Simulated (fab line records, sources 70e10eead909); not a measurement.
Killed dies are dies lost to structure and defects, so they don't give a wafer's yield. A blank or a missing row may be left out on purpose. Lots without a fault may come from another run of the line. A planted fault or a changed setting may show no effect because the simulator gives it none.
Chamber matching | flow nand_harc | NHARC_P_ZERO_WELL_DESCUM_26 on rie_diel-03: 4 sister chambers
The step chemistry O2, time 3 s. 14 wafers are shown with their chamber, then 6 later ones without.

WAFERS WITH THEIR CHAMBER
wafer  | chamber | drypump_motor_current_A (A) | showerhead_plenum_p_Torr (Torr) | run_length_s (s)
L710.2 | 1       | 6.1                         | 1.92                            | 24.6
L710.4 | 0       | 5.3                         | 1.90                            | 24.2
L710.5 | 2       | 4.8                         | 1.91                            | 24.0
L714.3 | 1       | 6.1                         | 1.92                            | 24.2
L714.5 | 2       | 4.8                         | 1.90                            | 24.9
L721.2 | 1       | 6.1                         | 1.91                            | 24.3
L721.3 | 0       | 5.3                         | 1.88                            | 24.2
L721.6 | 1       | 6.1                         | 1.91                            | 24.1
L724.1 | 1       | 6.1                         | 1.91                            | 24.3
L724.5 | 1       | 6.1                         | 1.91                            | 24.3
L724.6 | 0       | 5.3                         | 1.88                            | 24.6
L725.2 | 3       | 5.6                         | 1.77                            | 23.5
L725.4 | 3       | 5.7                         | 1.77                            | 23.8
L725.6 | 2       | 4.8                         | 1.89                            | 24.1

SIGNATURES (means of the wafers above)
reading                  | chamber 0 | chamber 1 | chamber 2 | chamber 3 | scatter within a chamber
drypump_motor_current_A  | 5.300     | 6.100     | 4.800     | 5.650     | 0.0224
showerhead_plenum_p_Torr | 1.8867    | 1.9133    | 1.9000    | 1.7700    | 0.00775
run_length_s             | 24.333    | 24.300    | 24.333    | 23.650    | 0.279
Rule: a wafer's distance from a chamber is the root of the sum, over the readings, of the square of ((its reading less the chamber's mean) divided by the reading's scatter). The wafer belongs to the nearest chamber; if the next one is less than 2 further off, it can't be placed. The scatter: the root of (the sum of the squares of (reading less its chamber's mean) over the shown wafers, divided by (wafers less chambers)).

WAFERS WITHOUT THEIR CHAMBER
wafer  | drypump_motor_current_A (A) | showerhead_plenum_p_Torr (Torr) | run_length_s (s)
L729.3 | 5.3                         | 1.87                            | 24.2
L729.5 | 6.1                         | 1.90                            | 24.4
L729.6 | 5.3                         | 1.87                            | 24.3
L731.3 | 6.1                         | 1.90                            | 24.3
L731.5 | 5.7                         | 1.77                            | 23.8
L731.6 | 4.8                         | 1.88                            | 23.7

WHICH CHAMBER EACH WENT THROUGH
wafer  | from the rows above | in truth
L729.3 | 0                   | 0
L729.5 | 1                   | 1
L729.6 | 0                   | 0
L731.3 | 1                   | 1
L731.5 | 3                   | 3
L731.6 | 2                   | 2
Placed correctly: 6 of 6. Can't be placed from these rows: 0. Placed wrongly: 0.
